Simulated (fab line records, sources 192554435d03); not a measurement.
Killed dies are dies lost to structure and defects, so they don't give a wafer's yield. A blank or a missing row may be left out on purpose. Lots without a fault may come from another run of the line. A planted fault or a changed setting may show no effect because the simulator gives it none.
Chamber matching | flow n5_finfet | N5_FIN_SAQP_MANDREL_ETCH_58 on rie_si-01: 4 sister chambers
The step etches a-Si in HBr/Cl2, stops on SiNx, target depth 45 nm, bt time 10 s, time 27 s. 7 wafers are shown with their chamber, then 7 later ones without.

WAFERS WITH THEIR CHAMBER
wafer  | chamber | throttle_valve_pct (%) | drypump_motor_current_A (A)
L077.6 | 1       | 35.62                  | 5.5
L079.5 | 1       | 35.62                  | 5.5
L081.3 | 3       | 35.57                  | 6.0
L081.4 | 2       | 35.33                  | 5.6
L081.6 | 3       | 35.56                  | 6.0
L087.3 | 0       | 35.94                  | 5.4
L087.4 | 2       | 35.33                  | 5.7

WAFERS WITHOUT THEIR CHAMBER
wafer  | throttle_valve_pct (%) | drypump_motor_current_A (A)
L087.5 | 35.60                  | 5.5
L092.1 | 35.65                  | 5.5
L092.2 | 35.36                  | 5.7
L092.3 | 35.60                  | 6.0
L094.3 | 35.95                  | 5.4
L094.5 | 35.94                  | 5.4
L094.6 | 35.56                  | 6.0

WHICH CHAMBER EACH WENT THROUGH
wafer  | from the rows above | in truth
L087.5 | 1                   | 1
L092.1 | 1                   | 1
L092.2 | 2                   | 2
L092.3 | 3                   | 3
L094.3 | 0                   | 0
L094.5 | 0                   | 0
L094.6 | 3                   | 3
Placed correctly: 7 of 7. Can't be placed from these rows: 0. Placed wrongly: 0.
How it was worked out, from the rows above alone: a wafer's distance from a chamber is the root of the sum, over the readings, of the square of ((its reading less the chamber's mean) divided by the reading's scatter). The wafer belongs to the nearest chamber; if the next one is less than 2 further off, it can't be placed. A chamber's mean is the mean of its shown wafers. The scatter: the root of (the sum of the squares of (reading less its chamber's mean) over the shown wafers, divided by (wafers less chambers)).
